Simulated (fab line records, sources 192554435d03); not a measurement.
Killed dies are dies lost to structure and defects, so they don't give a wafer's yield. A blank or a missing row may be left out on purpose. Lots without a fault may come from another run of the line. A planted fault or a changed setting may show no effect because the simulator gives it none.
Split-lot experiment | flow n5_finfet | 7 lots, 39 wafers read, on a route of 1938 steps

THE SPLIT
At N5_BEOL_M8_ILD_DEP_00 (deposits SiCOH lowk from DEMS/porogen, target thk 179.75 nm, time 33.4 s), the setting target_thk_a was moved away from the recipe's 1797.5 angstrom on 15 of the 39 wafers read, by -34.2% to +25.7%. The other wafers ran this setting at the recipe's value.

FROM THE SPLIT TO THE READING: what the file shows between them, 1 step
- N5_BEOL_M8_CURE_74: cures SiCOH lowk, time 240 s

THE READING
M8_ILD_THK, in nm, at N5_BEOL_M8_THK_MEAS_01. Fault-free wafers of this fab line usually give 155.3 nm, standard deviation 2.2 nm.

wafer  | tool, chamber at the split | target_thk_a as run, angstrom | against the recipe | M8_ILD_THK, nm | against lot-mates on the recipe
L074.2 | pecvd-03, 2                | 1797.5                        | recipe             | 155.5          | -
L074.4 | pecvd-03, 0                | 1797.5                        | recipe             | 157.0          | -
L074.6 | pecvd-03, 2                | 1797.5                        | recipe             | 158.2          | -
L077.1 | pecvd-04, 0                | 1182                          | -34.2%             | 95.5           | -59.2
L077.2 | pecvd-04, 2                | 1182                          | -34.2%             | 99.7           | -55.0
L077.3 | pecvd-04, 1                | 1182                          | -34.2%             | 100.8          | -53.9
L077.4 | pecvd-04, 2                | 1797.5                        | recipe             | 156.2          | -
L077.5 | pecvd-04, 0                | 1797.5                        | recipe             | 152.6          | -
L077.6 | pecvd-04, 1                | 1797.5                        | recipe             | 155.3          | -
L081.1 | pecvd-02, 2                | 1797.5                        | recipe             | 156.5          | -
L081.2 | pecvd-02, 1                | 1797.5                        | recipe             | 155.4          | -
L081.3 | pecvd-02, 0                | 1797.5                        | recipe             | 153.3          | -
L081.4 | pecvd-02, 0                | 1797.5                        | recipe             | 157.5          | -
L081.5 | pecvd-02, 2                | 1797.5                        | recipe             | 158.0          | -
L081.6 | pecvd-02, 1                | 1797.5                        | recipe             | 157.0          | -
L085.1 | pecvd-03, 2                | 1266                          | -29.6%             | 108.7          | -47.2
L085.2 | pecvd-03, 1                | 1797.5                        | recipe             | 154.6          | -
L085.3 | pecvd-03, 0                | 1266                          | -29.6%             | 109.5          | -46.4
L085.4 | pecvd-03, 0                | 1266                          | -29.6%             | 109.5          | -46.4
L085.5 | pecvd-03, 2                | 1797.5                        | recipe             | 158.1          | -
L085.6 | pecvd-03, 1                | 1797.5                        | recipe             | 154.9          | -
L089.1 | pecvd-03, 1                | 2260                          | +25.7%             | 200.3          | +40.5
L089.2 | pecvd-03, 0                | 2260                          | +25.7%             | 195.7          | +35.9
L089.3 | pecvd-03, 2                | 2260                          | +25.7%             | 197.5          | +37.7
L089.4 | pecvd-03, 2                | 1797.5                        | recipe             | 159.4          | -
L089.5 | pecvd-03, 0                | 1797.5                        | recipe             | 159.1          | -
L089.6 | pecvd-03, 1                | 1797.5                        | recipe             | 161.0          | -
L093.1 | pecvd-02, 0                | 1797.5                        | recipe             | 152.4          | -
L093.2 | pecvd-02, 1                | 1797.5                        | recipe             | 152.1          | -
L093.3 | pecvd-02, 2                | 1288                          | -28.3%             | 110.3          | -43.7
L093.4 | pecvd-02, 2                | 1797.5                        | recipe             | 157.4          | -
L093.5 | pecvd-02, 1                | 1288                          | -28.3%             | 113.5          | -40.5
L093.6 | pecvd-02, 0                | 1288                          | -28.3%             | 111.8          | -42.2
L096.1 | pecvd-04, 0                | 1797.5                        | recipe             | 153.3          | -
L096.2 | pecvd-04, 2                | 1797.5                        | recipe             | 154.9          | -
L096.3 | pecvd-04, 1                | 1495                          | -16.8%             | 128.9          | -25.5
L096.4 | pecvd-04, 2                | 1797.5                        | recipe             | 155.1          | -
L096.5 | pecvd-04, 0                | 1495                          | -16.8%             | 128.2          | -26.2
L096.6 | pecvd-04, 1                | 1495                          | -16.8%             | 129.3          | -25.1

THE FIT
A straight line over all 39 wafers: M8_ILD_THK changes by +1.62 nm for each +1% of target_thk_a; r = +1.00; the points scatter about the line by 2.2 nm.
The same after taking each lot's own level away (the mean of its wafers on the recipe; 39 wafers): +1.55 nm for each +1%; r = +1.00; scatter 1.9 nm.
On that fit, the largest move of target_thk_a shifts the reading by 53 nm.
The lots' own levels span 153.97 to 159.83 nm, that is 2.7 times the standard deviation above.
So the lot-to-lot level changes the slope little: the two slopes agree.
Check: with one of the wafers moved furthest among these (-34.2%) left out of the fit, the line predicts -52.6 nm for it against its lot-mates. It came out at -59.2 nm against them.

THE WHOLE CHAIN: every reading that the file lists as answering this split, in the file's order
step                   | what it does                                                             | reading                                                                                  | change (the file's fit)              | r (the file's)
N5_BEOL_M8_ILD_DEP_00  | deposits SiCOH lowk from DEMS/porogen, target thk 179.75 nm, time 33.4 s | SiCOH_lowk_of_BEOL_M8_ILD_DEP_00.thk_nm (the simulator's own value, which no gauge read) | +1.79 nm for each +1% of the setting | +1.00
N5_BEOL_M8_CURE_74     | cures SiCOH lowk, time 240 s                                             | SiCOH_lowk_of_BEOL_M8_ILD_DEP_00.thk_nm (the simulator's own value, which no gauge read) | +1.56 nm for each +1% of the setting | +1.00
N5_BEOL_M8_THK_MEAS_01 |                                                                          | M8_ILD_THK                                                                               | +1.55 for each +1% of the setting    | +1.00

THE FILE'S OWN FIT
M8_ILD_THK changes by +1.55 nm for each +1% of target_thk_a, r = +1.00.
